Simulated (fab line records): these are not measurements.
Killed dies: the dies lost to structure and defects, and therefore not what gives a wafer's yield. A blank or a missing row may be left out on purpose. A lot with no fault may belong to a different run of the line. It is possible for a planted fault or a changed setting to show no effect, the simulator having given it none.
A struck lot beside a sound one | flow n5-finfet | 15 steps out of a route of 1938
Sound: these wafers, L258.1, L258.3, L258.5. Wafers L271.1, L271.4, L271.6 were the ones struck. Last of all comes the cause.
Per side, at each step with rows, come the tool, then ch with its chambers, and then its first start. Under that, the readings that differ: sound wafers | struck wafers | difference of the means | sigmas: that difference in standard deviations of wafers without a fault.
alike: a reading whose means differ by less than 2 such deviations, as well as words and numbers matching on both sides. not compared: withheld readings; readings where some wafer has no value; bounds like >300 that might hide an equal value; numbers whose values overlap and for which the record gives no deviation.
A row with sigmas, a row that says differs or no value, or rows on one side alone: a step with any of these is where the two part. Numbers that don't overlap but have no deviation are shown without sigmas and don't part them. A reading missing from all wafers of one side parts the sides only when that side holds two or more wafers.

first, 1 step without rows for these wafers: N5_BEOL_M13_STRIP_70 (strips in C4F8/O2/Ar).
N5_BEOL_M13_OCD_MEAS_35:
  sound on ocd-02, day 12 14:07; struck on ocd-02, day 15 20:29
  alike: trench-depth-nm
N5_BEOL_M13_STRIP_37: strips in N2/H2.
  sound on plasma-asher-01 ch 1, day 12 14:10; struck on plasma-asher-01 ch 1, day 15 20:31
  alike: drypump-motor-current-A, heater-power-w, oes-product-au
  not compared: rf-hours-counter-h
then, 3 steps without rows for these wafers: N5_BEOL_M13_ETCH_38 (etches SiCN in CF4/N2, target depth 67.5 nm, time 71.9 s); N5_BEOL_M13_PRECLEAN_39 (cleans in residue remover, time 60 s); N5_BEOL_M13_SRD_40 (time 30 s, dry time 30 s).
N5_BEOL_M13_DEGAS_41: time 60 s.
  sound on pvd-sputter-01, day 12 17:01; struck on pvd-sputter-01, day 15 21:36
  alike: heater-power-w
N5_BEOL_M13_PRE_CLEAN_42: time 30 s.
  sound on pvd-sputter-01, day 12 17:04; struck on pvd-sputter-01, day 15 21:38
  alike: heater-power-w
N5_BEOL_M13_SPUTTER_43: material TaN, target thk 15 nm, time 24.19 s.
  sound on pvd-sputter-01, day 12 17:06; struck on pvd-sputter-01, day 15 21:41
  alike: substrate-temp-c, throttle-valve-pct
N5_BEOL_M13_SPUTTER_44: material Ta, target thk 10 nm, time 16.13 s.
  sound on pvd-sputter-01, day 12 17:11; struck on pvd-sputter-01, day 15 21:46
  alike: substrate-temp-c, throttle-valve-pct
then, 2 steps without rows for these wafers: N5_BEOL_M13_SPUTTER_45 (material Cu, target thk 80 nm, time 13.33 s); N5_BEOL_M13_ECD_47 (material Cu, target thk 936 nm).
N5_BEOL_M13_ANNEAL_48: time 90 s.
  sound on rtp-anneal-01 ch 0, day 12 17:32; struck on rtp-anneal-01, day 15 22:12
  no value came back on the struck wafers for anneal-temp-c (C), anneal-temp-c-max, wafer_temp_C_max; on the sound wafers anneal-temp-c (C) reads 224.95 225.34 225.15
then, 1 step without rows for these wafers: N5_BEOL_M13_CMP_49 (polishes, stops on SiOC, t overpolish 17.1 s, target thk 420 nm).
N5_PASSIVATION_PROBE_49:
  sound wafers here have rows in the record (prober-01, day 13 20:27); struck ones have none

WHERE THEY PART
At N5_BEOL_M13_ANNEAL_48 first; at N5_PASSIVATION_PROBE_49 last (within this record only).

WHY: what the simulator had put in
Beginning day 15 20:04, the whole step at N5_BEOL_M13_ANNEAL_48 was skipped on rtp-anneal-01. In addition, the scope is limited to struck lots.
